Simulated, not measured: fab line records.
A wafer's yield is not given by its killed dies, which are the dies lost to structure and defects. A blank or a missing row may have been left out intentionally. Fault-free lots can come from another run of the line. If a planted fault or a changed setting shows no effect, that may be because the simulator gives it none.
Comparing a struck lot with a sound one | flow nandHarc | 17 out of 1302 route steps
Sound: these wafers, L814.2, L814.4, L814.6. Struck: wafers L821.2, L821.4. (L821.3 of the same lot was not struck and is left out.) The cause comes at the end.
Each step with rows lists, per side, the tool, then ch with its chambers, then its first start. Under that, the readings that differ: sound wafers | struck wafers | difference of the means | sigmas: that difference in standard deviations of wafers without a fault.
alike: a reading whose means differ by less than 2 such deviations, as well as words and numbers matching on both sides. not compared: withheld readings; readings where some wafer has no value; bounds like >300 that might hide an equal value; numbers whose values overlap and for which the record gives no deviation.
Wherever a step has rows on one side only, a row that says differs or no value, or a row with sigmas, the two part there. Numbers that have no deviation but don't overlap get no sigmas and don't part them. A reading missing from all wafers of one side parts the sides only when that side holds two or more wafers.

NHARC_A_M0_OVL_MEAS_10: pitch 160 nm.
  sound on overlay-02, day 23 07:11; struck on overlay-01, day 26 22:08
  alike: overlayXNm, overlayYNm
NHARC_A_M0_INSPECT_11:
  sound on defectInspect-01, day 23 07:14; struck on defectInspect-01, day 26 22:10
  alike: rawDefectCount
then, 2 steps without rows for these wafers: NHARC_A_M0_DESCUM_14 (chemistry O2, time 3 s); NHARC_A_M0_ETCH_34 (etches the open film in N2/H2, target depth 40 nm, overetch 12 nm, time 43.94 s).
NHARC_A_M0_ETCH_15: etches the open film in C4F8/Ar, target depth 150 nm, overetch 15 nm, time 82.5 s.
  sound: rieDiel-01 ch 0,1,3; struck: rieDiel-01 ch 0,3
  alike: chamberPressureMTorr, oesProductAu, rfVppV
  not compared: rfHoursCounterH
NHARC_A_M0_CD_MEAS_16:
  sound on cdSem-02, day 23 07:35; struck on cdSem-03, day 26 22:32
  alike: cdNm
then, 2 steps without rows for these wafers: NHARC_A_M0_STRIP_18 (strips in N2/H2); NHARC_A_M0_STRIP_19 (strips in post etch residue remover, time 600 s).
NHARC_A_M0_DEGAS_28: time 60 s.
  sound on pvdSputter-02, day 23 08:13; struck on pvdSputter-03, day 26 23:08
  alike: heaterPowerW
NHARC_A_M0_PRE_CLEAN_29: time 30 s.
  sound on pvdSputter-02; struck on pvdSputter-03
  alike: heaterPowerW
NHARC_A_M0_PVD_20: deposits TaN, target thk 5 nm, time 8.06 s.
  sound on pvdSputter-02; struck on pvdSputter-03
  alike: chamberPressurePa, throttleValvePct
NHARC_A_M0_PVD_21: deposits Cu, target thk 30 nm, time 20.49 s.
  sound on pvdSputter-02; struck on pvdSputter-03
  alike: chamberPressurePa, throttleValvePct
NHARC_A_M0_ECD_22: material Cu, target thk 400 nm.
  sound on ecdCu-02 ch 0,1, day 23 08:34; struck on ecdCu-01 ch 0,1, day 26 23:33
then, 1 step without rows for these wafers: NHARC_A_M0_ANNEAL_30 (time 90 s).
NHARC_A_M0_CMP_23: polishes, t overpolish 20 s, target thk 113.75 nm.
  sound on cmp-03 ch 0,2,3, day 23 09:17; struck on cmp-01 ch 1,2, day 27 00:14
reading             | sound          | struck   | difference | sigmas
timeToEndpointS (s) | 22.4 26.5 29.3 | 7.7 14.3 | -15.1      | -6
  alike: motorCurrentA
NHARC_A_M0_THK_MEAS_24: measures by xrf.
  sound on filmMetro-02, day 23 09:36; struck on filmMetro-01, day 27 00:32
  alike: thkNm
NHARC_END_SORT_01:
  the record has rows for the struck wafers here (prober-02 ch 0, day 28 13:31) and none for the sound ones

## WHERE THEY PART
At NHARC_A_M0_CMP_23 first; at NHARC_END_SORT_01 last (within this record only).

WHY: the cause the simulator had injected
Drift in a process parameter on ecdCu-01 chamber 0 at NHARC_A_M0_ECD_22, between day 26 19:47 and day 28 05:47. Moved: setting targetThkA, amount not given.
